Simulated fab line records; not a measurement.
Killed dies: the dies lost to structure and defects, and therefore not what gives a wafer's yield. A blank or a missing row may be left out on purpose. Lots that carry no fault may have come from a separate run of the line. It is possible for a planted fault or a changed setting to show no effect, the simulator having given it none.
Which tool did it? ; flow n5Finfet ; Sampling: 9 lots, 24 wafers, 5 of 1938 route steps

## WHAT THE GAUGES READ, wafer by wafer
N5_BEOL_M4_RC_MEAS_101. Usual: DIBL_N 37.2 mV/V, standard deviation 2.3; DIBL_P 37.5 mV/V, standard deviation 2.9; IOFF_N 0.19 nA/um, standard deviation 0.053; IOFF_P 0.23 nA/um, standard deviation 0.059; ION_N 679 uA/um, standard deviation 16; ION_P 462 uA/um, standard deviation 10; SS_N 71.9 mV/dec, standard deviation 0.78; SS_P 73.7 mV/dec, standard deviation 0.88; VT_N 248 mV, standard deviation 4.6; VT_P -250 mV, standard deviation 4.5.
lot;measured;on;DIBL_N (mV/V);DIBL_P (mV/V);IOFF_N (nA/um);IOFF_P (nA/um);ION_N (uA/um);ION_P (uA/um);SS_N (mV/dec);SS_P (mV/dec);VT_N (mV);VT_P (mV);flag
L743;day 8 05:03;prober-02;39.2 38.4 38.4;39.1 37.6 37.0;0.22 0.19 0.20;0.27 0.23 0.23;693 680 683;471 463 461;71.5 71.6 71.5;73.8 74.2 72.9;245 244 247;-248 -247 -249;
L744;day 8 19:37;prober-01;37.6 37.8 34.6;40.1 38.3 34.0;0.21 0.19 0.14;0.30 0.24 0.18;692 677 670;479 461 460;71.3 71.9 71.8;75.0 74.0 73.0;247 250 252;-245 -246 -251;
L751;day 10 08:37;prober-02;34.8 35.6;32.6 33.7;0.12 0.13;0.16 0.16;658 670;454 455;70.8 70.3;72.9 72.7;252 253;-257 -254;
L752;day 10 12:43;prober-01;32.4 35.3;32.2 35.0;0.11 0.16;0.14 0.16;658 671;447 446;70.4 72.1;72.4 72.3;255 249;-256 -252;
L753;day 11 01:31;prober-02;41.3 37.5;41.9 38.3;0.28 0.20;0.34 0.27;702 691;477 473;73.3 72.3;75.4 73.7;243 245;-243 -245;
L757;day 11 18:23;prober-01;38.7 35.6 36.0;38.5 34.6 34.6;0.18 0.12 0.13;0.20 0.15 0.15;675 660 649;450 443 437;71.5 71.3 71.1;74.2 73.1 72.3;246 253 255;-254 -257 -257;
L758;day 11 23:57;prober-01;38.6 35.9 34.0;39.3 34.6 34.1;0.17 0.14 0.11;0.20 0.15 0.14;664 661 668;456 451 455;72.5 72.2 70.7;73.8 73.4 72.8;250 253 256;-253 -256 -257;
L759;day 12 10:02;prober-01;42.2 37.8 33.1;43.6 38.1 32.3;0.32 0.19 0.11;0.36 0.24 0.15;702 673 660;473 460 461;74.1 72.3 71.0;76.3 74.4 71.9;240 249 252;-245 -249 -253;
L765;day 13 13:20;prober-02;37.1 39.9 38.7;37.6 41.4 39.2;0.20 0.27 0.23;0.27 0.34 0.29;686 697 688;470 477 467;71.1 71.9 72.2;74.1 74.1 73.7;247 242 246;-247 -244 -245;

## WHAT TOOL EACH LOT RAN ON (gives the tool, then ch and the chambers of the sampled wafers, and finally the start)
lot;N5_BEOL_M3_ETCH_64;N5_BEOL_M3_ETCH_77;N5_BEOL_M3_ALD_98;N5_BEOL_M3_TRENCH_ETCH_37
L743;rieDiel-01 ch 0,1, day 7 07:59;rieDiel-02 ch 0,1,3, day 7 08:49;aldSin-03 ch 1,2,3, day 7 08:55;rieDiel-02 ch 0,2,3, day 8 05:03 or earlier
L744;rieDiel-02 ch 1,2,3, day 7 17:54;rieDiel-02 ch 0,3, day 7 19:11;aldSin-03 ch 2,3, day 7 19:17;rieDiel-01 ch 0,2, day 8 19:37 or earlier
L751;rieDiel-01 ch 2,3, day 9 05:10;rieDiel-06 ch 1,2, day 9 05:59;aldSin-03 ch 0,1, day 9 06:05;rieDiel-06 ch 1,3, day 10 08:37 or earlier
L752;rieDiel-01 ch 0,3, day 9 16:34;rieDiel-02 ch 0,3, day 9 17:32;aldSin-03 ch 1,3, day 9 17:37;rieDiel-02 ch 1,2, day 10 12:43 or earlier
L753;rieDiel-01 ch 1,2, day 9 23:46;rieDiel-06 ch 0,2, day 10 00:43;aldSin-03 ch 0,2, day 10 00:49;rieDiel-06 ch 1,2, day 11 01:31 or earlier
L757;rieDiel-01 ch 0,3, day 10 21:38;rieDiel-01 ch 0,2,3, day 10 22:28;aldSin-02 ch 0,2,3, day 10 22:42;rieDiel-01 ch 0,2, day 11 18:23 or earlier
L758;rieDiel-02 ch 1,3, day 10 21:58;rieDiel-02 ch 1,3, day 10 23:01;aldSin-04 ch 0,1,3, day 10 23:40;rieDiel-06 ch 1,2, day 11 23:57 or earlier
L759;rieDiel-06 ch 1,3, day 11 02:59;rieDiel-06 ch 0,1,3, day 11 03:56;aldSin-04 ch 1,2,3, day 11 04:02;rieDiel-06 ch 1,3, day 12 10:02 or earlier
L765;rieDiel-01 ch 0,1,3, day 12 20:21;rieDiel-02 ch 0,1,3, day 12 21:18;aldSin-04 ch 0,1,3, day 12 21:24;rieDiel-01 ch 1,2,3, day 13 13:20 or earlier
- N5_BEOL_M3_ETCH_64: etches SOC in N2/H2, target depth 75 nm, overetch 15 nm, time 112.5 s.
- N5_BEOL_M3_ETCH_77: etches underlayer in N2/H2, target depth 6.5 nm, time 5.2 s.
- N5_BEOL_M3_ALD_98: deposits SiO2, target thk 2.5 nm, pulse time 1 s, co reactant pulse time 1 s.
- N5_BEOL_M3_TRENCH_ETCH_37: etches SiOC in C4F6/O2, target depth 55.555 nm, time 29.2 s.

## AS READ BY THE TOOLS THEMSELVES (means over the sampled wafers that have a number; for cases with no such wafer, the mark the record gives instead)
N5_BEOL_M3_ETCH_64. Usual: drypumpMotorCurrentA 5.8 A, standard deviation 0.5; oesProductAu 0.62 a.u., standard deviation 0.063; rfFwdPowerW 837.0 W, standard deviation 2.5; rfVppV 524.0 V, standard deviation 2.3; showerheadPlenumPTorr 2.55 Torr, standard deviation 0.085; throttleValvePct 17.91 %, standard deviation 0.3.
lot;tool;drypumpMotorCurrentA (A);oesProductAu (a.u.);rfFwdPowerW (W);rfVppV (V);showerheadPlenumPTorr (Torr);throttleValvePct (%);flag
L743;rieDiel-01;5.6;0.56;836.7;521.8;2.51;18.10;
L744;rieDiel-02;5.8;0.57;839.1;525.5;2.54;17.77;
L751;rieDiel-01;5.8;0.64;840.5;525.8;2.58;18.20;
L752;rieDiel-01;5.5;0.59;838.3;521.9;2.48;18.16;
L753;rieDiel-01;5.8;0.70;837.0;526.0;2.60;17.88;
L757;rieDiel-01;5.7;0.60;839.3;520.7;2.46;18.29;
L758;rieDiel-02;5.7;0.56;835.5;525.4;2.59;18.03;
L759;rieDiel-06;5.8;0.61;838.9;520.9;2.44;17.98;
L765;rieDiel-01;5.6;0.62;834.8;522.6;2.48;18.07;

N5_BEOL_M3_ETCH_77. Usual: drypumpMotorCurrentA 5.8 A (standard deviation 0.5); etchRfOnTimeS 5.19 s (standard deviation 0.15); oesProductAu 0.67 a.u. (standard deviation 0.064); rfFwdPowerW 819.1 W (standard deviation 2.4); rfVppV 523.9 V (standard deviation 2.6); showerheadPlenumPTorr 2.55 Torr (standard deviation 0.086); throttleValvePct 17.96 % (standard deviation 0.29).
lot;tool;drypumpMotorCurrentA (A);etchRfOnTimeS (s);oesProductAu (a.u.);rfFwdPowerW (W);rfVppV (V);showerheadPlenumPTorr (Torr);throttleValvePct (%);flag
L743;rieDiel-02;6.0;5.15;0.67;817.7;524.7;2.59;17.97;
L744;rieDiel-02;6.3;5.15;0.70;820.7;525.1;2.58;17.90;
L751;rieDiel-06;5.6;5.34;0.65;818.9;523.6;2.58;17.91;
L752;rieDiel-02;6.3;5.22;0.67;817.6;522.7;2.56;17.84;
L753;rieDiel-06;5.6;5.19;0.67;820.0;526.6;2.63;17.97;
L757;rieDiel-01;5.5;5.19;0.65;819.3;525.8;2.54;18.16;
L758;rieDiel-02;6.1;5.16;0.63;818.2;524.5;2.56;17.87;
L759;rieDiel-06;5.8;5.32;0.66;818.9;521.7;2.48;18.02;
L765;rieDiel-02;6.0;5.19;0.64;819.1;523.8;2.57;18.03;

N5_BEOL_M3_ALD_98. Usual: heaterPowerOuterW 42 W, standard deviation 3.9; heaterPowerW 79 W, standard deviation 8.7; precursorPulseHeightRel 1.000, standard deviation 0.019.
lot;tool;heaterPowerOuterW (W);heaterPowerW (W);precursorPulseHeightRel;flag
L743;aldSin-03;42;80;0.992;
L744;aldSin-03;41;80;1.002;
L751;aldSin-03;43;80;0.984;
L752;aldSin-03;42;80;1.007;
L753;aldSin-03;41;78;1.029;
L757;aldSin-02;42;78;0.993;
L758;aldSin-04;41;78;0.996;
L759;aldSin-04;43;82;1.004;
L765;aldSin-04;41;79;1.015;

N5_BEOL_M3_TRENCH_ETCH_37. Usual: O2_flow_sccm 10.00 sccm, standard deviation 0.032; drypumpMotorCurrentA 5.7 A, standard deviation 0.46; oesProductAu 0.78 a.u., standard deviation 0.078; rfFwdPowerW 350.5 W, standard deviation 1.5; rfVppV 654 V, standard deviation 17; showerheadPlenumPTorr 2.85 Torr, standard deviation 0.11; throttleValvePct 20.98 %, standard deviation 0.27.
lot;tool;O2_flow_sccm (sccm);drypumpMotorCurrentA (A);oesProductAu (a.u.);rfFwdPowerW (W);rfVppV (V);showerheadPlenumPTorr (Torr);throttleValvePct (%);flag
L743;rieDiel-02;9.97;6.1;0.77;351.1;660;2.84;20.71;
L744;rieDiel-01;10.02;5.4;0.79;351.1;646;2.98;21.21;
L751;rieDiel-06;10.02;6.0;0.80;350.1;648;2.75;20.93;
L752;rieDiel-02;10.05;5.3;0.85;352.8;658;2.88;20.80;
L753;rieDiel-06;10.04;5.6;0.75;350.8;654;2.85;20.73;
L757;rieDiel-01;9.99;5.4;0.76;350.7;645;2.96;21.26;
L758;rieDiel-06;10.01;5.6;0.77;351.9;659;2.89;20.70;
L759;rieDiel-06;10.02;5.9;0.75;349.2;647;2.72;20.92;
L765;rieDiel-01;9.99;5.8;0.82;351.5;660;2.86;21.19;

## THE ANSWER, worked out from the rows above alone
Rule: a lot counts as off when the mean over its wafers that have a number is more than 3 standard deviations away from the usual mean. A lot without any number at a reading at which 4 lots or more have one is off too. The other lots that the step has rows for count as sound. After the gauges, taken in route order, come the tools' own readings; for these a lot's mean is taken, as printed above. The first step at which some lot is off is used, and at that step the reading that is off furthest; a lot without a number counts as furthest.
No lot is off on any of the readings shown, so nothing can be concluded from this.

## WHAT WAS PUT IN BY THE SIMULATOR
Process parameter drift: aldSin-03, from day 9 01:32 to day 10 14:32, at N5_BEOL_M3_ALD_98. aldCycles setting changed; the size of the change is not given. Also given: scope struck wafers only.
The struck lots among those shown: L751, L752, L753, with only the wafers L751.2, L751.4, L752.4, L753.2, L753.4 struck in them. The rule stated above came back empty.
